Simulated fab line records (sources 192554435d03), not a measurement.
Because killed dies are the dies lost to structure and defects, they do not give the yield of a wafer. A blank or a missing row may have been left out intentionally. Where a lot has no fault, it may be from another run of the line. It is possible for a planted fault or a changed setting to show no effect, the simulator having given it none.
Split-lot experiment / flow n5Finfet / route with 1938 steps; 7 lots, 39 wafers read

THE SPLIT ITSELF
At N5_BEOL_M3_ALD_98 (deposits SiO2, target thk 2.5 nm, pulse time 1 s, co reactant pulse time 1 s), the setting aldCycles was moved away from the recipe's 17 on 15 of the 39 wafers read, by -52.9% to -17.6%. For the rest of the wafers, this setting stayed at what the recipe calls for.

Reading taken at the split's own step.

THE READING
SiO2_of_BEOL_M3_ALD_98.thkNm (the simulator's own value, which no gauge read), in nm, at N5_BEOL_M3_ALD_98 (deposits SiO2, target thk 2.5 nm, pulse time 1 s, co reactant pulse time 1 s). The file gives no usual value for it. Here, 24 wafers ran the recipe; their average is 2.5 nm with a standard deviation of 0.094 nm.

wafer=L075.1; tool, chamber at the split=aldSin-04, 0,2,1; aldCycles as run=14; against the recipe=-17.6%; SiO2_of_BEOL_M3_ALD_98.thkNm, nm=2; against lot-mates on the recipe=-0.5
wafer=L075.2; tool, chamber at the split=aldSin-04, 0,2,1; aldCycles as run=14; against the recipe=-17.6%; SiO2_of_BEOL_M3_ALD_98.thkNm, nm=2; against lot-mates on the recipe=-0.5
wafer=L075.3; tool, chamber at the split=aldSin-04, 0,2,1; aldCycles as run=14; against the recipe=-17.6%; SiO2_of_BEOL_M3_ALD_98.thkNm, nm=2; against lot-mates on the recipe=-0.5
wafer=L075.4; tool, chamber at the split=aldSin-04, 3; aldCycles as run=17; against the recipe=recipe; SiO2_of_BEOL_M3_ALD_98.thkNm, nm=2.6; against lot-mates on the recipe=-
wafer=L075.5; tool, chamber at the split=aldSin-04, 3,2; aldCycles as run=17; against the recipe=recipe; SiO2_of_BEOL_M3_ALD_98.thkNm, nm=2.4; against lot-mates on the recipe=-
wafer=L075.6; tool, chamber at the split=aldSin-04, 3,2; aldCycles as run=17; against the recipe=recipe; SiO2_of_BEOL_M3_ALD_98.thkNm, nm=2.4; against lot-mates on the recipe=-
wafer=L078.1; tool, chamber at the split=aldSin-02, 2,0; aldCycles as run=17; against the recipe=recipe; SiO2_of_BEOL_M3_ALD_98.thkNm, nm=2.6; against lot-mates on the recipe=-
wafer=L078.6; tool, chamber at the split=aldSin-02, 2,0; aldCycles as run=17; against the recipe=recipe; SiO2_of_BEOL_M3_ALD_98.thkNm, nm=2.6; against lot-mates on the recipe=-
wafer=L078.4; tool, chamber at the split=aldSin-02, 3; aldCycles as run=17; against the recipe=recipe; SiO2_of_BEOL_M3_ALD_98.thkNm, nm=2.4; against lot-mates on the recipe=-
wafer=L079.1; tool, chamber at the split=aldSin-04, 3,1,0; aldCycles as run=10; against the recipe=-41.2%; SiO2_of_BEOL_M3_ALD_98.thkNm, nm=1.4; against lot-mates on the recipe=-1.2
wafer=L079.2; tool, chamber at the split=aldSin-04, 3,1,0; aldCycles as run=10; against the recipe=-41.2%; SiO2_of_BEOL_M3_ALD_98.thkNm, nm=1.4; against lot-mates on the recipe=-1.2
wafer=L079.4; tool, chamber at the split=aldSin-04, 3,1,0; aldCycles as run=10; against the recipe=-41.2%; SiO2_of_BEOL_M3_ALD_98.thkNm, nm=1.4; against lot-mates on the recipe=-1.2
wafer=L079.3; tool, chamber at the split=aldSin-04, 2,3,0; aldCycles as run=17; against the recipe=recipe; SiO2_of_BEOL_M3_ALD_98.thkNm, nm=2.6; against lot-mates on the recipe=-
wafer=L079.5; tool, chamber at the split=aldSin-04, 2,3,0; aldCycles as run=17; against the recipe=recipe; SiO2_of_BEOL_M3_ALD_98.thkNm, nm=2.6; against lot-mates on the recipe=-
wafer=L079.6; tool, chamber at the split=aldSin-04, 2,3,0; aldCycles as run=17; against the recipe=recipe; SiO2_of_BEOL_M3_ALD_98.thkNm, nm=2.6; against lot-mates on the recipe=-
wafer=L083.1; tool, chamber at the split=aldSin-02, 1,2; aldCycles as run=17; against the recipe=recipe; SiO2_of_BEOL_M3_ALD_98.thkNm, nm=2.4; against lot-mates on the recipe=-
wafer=L083.6; tool, chamber at the split=aldSin-02, 1,2; aldCycles as run=17; against the recipe=recipe; SiO2_of_BEOL_M3_ALD_98.thkNm, nm=2.4; against lot-mates on the recipe=-
wafer=L083.2; tool, chamber at the split=aldSin-02, 3,0,2,3; aldCycles as run=17; against the recipe=recipe; SiO2_of_BEOL_M3_ALD_98.thkNm, nm=2.6; against lot-mates on the recipe=-
wafer=L083.3; tool, chamber at the split=aldSin-02, 3,0,2,3; aldCycles as run=17; against the recipe=recipe; SiO2_of_BEOL_M3_ALD_98.thkNm, nm=2.6; against lot-mates on the recipe=-
wafer=L083.4; tool, chamber at the split=aldSin-02, 3,0,2,3; aldCycles as run=17; against the recipe=recipe; SiO2_of_BEOL_M3_ALD_98.thkNm, nm=2.6; against lot-mates on the recipe=-
wafer=L083.5; tool, chamber at the split=aldSin-02, 3,0,2,3; aldCycles as run=17; against the recipe=recipe; SiO2_of_BEOL_M3_ALD_98.thkNm, nm=2.6; against lot-mates on the recipe=-
wafer=L084.1; tool, chamber at the split=aldSin-04, 1,0,0; aldCycles as run=17; against the recipe=recipe; SiO2_of_BEOL_M3_ALD_98.thkNm, nm=2.6; against lot-mates on the recipe=-
wafer=L084.4; tool, chamber at the split=aldSin-04, 1,0,0; aldCycles as run=17; against the recipe=recipe; SiO2_of_BEOL_M3_ALD_98.thkNm, nm=2.6; against lot-mates on the recipe=-
wafer=L084.5; tool, chamber at the split=aldSin-04, 1,0,0; aldCycles as run=17; against the recipe=recipe; SiO2_of_BEOL_M3_ALD_98.thkNm, nm=2.6; against lot-mates on the recipe=-
wafer=L084.2; tool, chamber at the split=aldSin-04, 2,3,1; aldCycles as run=11; against the recipe=-35.3%; SiO2_of_BEOL_M3_ALD_98.thkNm, nm=1.6; against lot-mates on the recipe=-1.0
wafer=L084.3; tool, chamber at the split=aldSin-04, 2,3,1; aldCycles as run=11; against the recipe=-35.3%; SiO2_of_BEOL_M3_ALD_98.thkNm, nm=1.6; against lot-mates on the recipe=-1.0
wafer=L084.6; tool, chamber at the split=aldSin-04, 2,3,1; aldCycles as run=11; against the recipe=-35.3%; SiO2_of_BEOL_M3_ALD_98.thkNm, nm=1.6; against lot-mates on the recipe=-1.0
wafer=L089.1; tool, chamber at the split=aldSin-04, 3,2,3; aldCycles as run=17; against the recipe=recipe; SiO2_of_BEOL_M3_ALD_98.thkNm, nm=2.4; against lot-mates on the recipe=-
wafer=L089.3; tool, chamber at the split=aldSin-04, 3,2,3; aldCycles as run=17; against the recipe=recipe; SiO2_of_BEOL_M3_ALD_98.thkNm, nm=2.4; against lot-mates on the recipe=-
wafer=L089.5; tool, chamber at the split=aldSin-04, 3,2,3; aldCycles as run=17; against the recipe=recipe; SiO2_of_BEOL_M3_ALD_98.thkNm, nm=2.4; against lot-mates on the recipe=-
wafer=L089.2; tool, chamber at the split=aldSin-04, 1,0,2; aldCycles as run=12; against the recipe=-29.4%; SiO2_of_BEOL_M3_ALD_98.thkNm, nm=1.8; against lot-mates on the recipe=-0.6
wafer=L089.4; tool, chamber at the split=aldSin-04, 1,0,2; aldCycles as run=12; against the recipe=-29.4%; SiO2_of_BEOL_M3_ALD_98.thkNm, nm=1.8; against lot-mates on the recipe=-0.6
wafer=L089.6; tool, chamber at the split=aldSin-04, 1,0,2; aldCycles as run=12; against the recipe=-29.4%; SiO2_of_BEOL_M3_ALD_98.thkNm, nm=1.8; against lot-mates on the recipe=-0.6
wafer=L095.1; tool, chamber at the split=aldSin-02, 3,0,1; aldCycles as run=8; against the recipe=-52.9%; SiO2_of_BEOL_M3_ALD_98.thkNm, nm=1.2; against lot-mates on the recipe=-1.4
wafer=L095.2; tool, chamber at the split=aldSin-02, 3,0,1; aldCycles as run=8; against the recipe=-52.9%; SiO2_of_BEOL_M3_ALD_98.thkNm, nm=1.2; against lot-mates on the recipe=-1.4
wafer=L095.3; tool, chamber at the split=aldSin-02, 3,0,1; aldCycles as run=8; against the recipe=-52.9%; SiO2_of_BEOL_M3_ALD_98.thkNm, nm=1.2; against lot-mates on the recipe=-1.4
wafer=L095.4; tool, chamber at the split=aldSin-02, 2,0,1; aldCycles as run=17; against the recipe=recipe; SiO2_of_BEOL_M3_ALD_98.thkNm, nm=2.6; against lot-mates on the recipe=-
wafer=L095.5; tool, chamber at the split=aldSin-02, 2,0,1; aldCycles as run=17; against the recipe=recipe; SiO2_of_BEOL_M3_ALD_98.thkNm, nm=2.6; against lot-mates on the recipe=-
wafer=L095.6; tool, chamber at the split=aldSin-02, 2,0,1; aldCycles as run=17; against the recipe=recipe; SiO2_of_BEOL_M3_ALD_98.thkNm, nm=2.6; against lot-mates on the recipe=-
Rows listing several chambers each stand for several wafers; the file does not say which wafer went through which chamber.

FIT RESULTS
A straight line over all 39 wafers: SiO2_of_BEOL_M3_ALD_98.thkNm changes by +0.026 nm for each +1% of aldCycles; r = +0.99; the points scatter about the line by 0.082 nm.
The same after taking each lot's own level away (the mean of its wafers on the recipe; 39 wafers): +0.0268 nm for each +1%; r = +0.99; scatter 0.082 nm.
According to that fit, moving aldCycles by its largest amount changes the reading by 1.4 nm.
From 2.40 to 2.60 nm: that is the span of the lots' own levels, equal to 2.1 times the standard deviation above.
The two slopes agree, so the slope changes little with the lot-to-lot level.
Check: -1.42 nm against its lot-mates is what the line predicts for one of the wafers moved furthest among these (-52.9%) when that wafer is left out of the fit. It came out at -1.4 nm against them.

THE OTHER SPLITS THESE WAFERS WENT THROUGH
Note: prior to the reading, these wafers also went through further splits. Each is held against what the fit with the lots' levels taken away leaves over:
other split on the same wafers=N5_BEOL_M0_SAQP_SPACER2_ALD_26 targetThkA; wafers away from the commonest value=15; r with SiO2_of_BEOL_M3_ALD_98.thkNm (lot level and that fit taken away)=-0.31

THE FILE'S OWN FIT
SiO2_of_BEOL_M3_ALD_98.thkNm changes by +0.0267 nm for each +1% of aldCycles, r = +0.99.
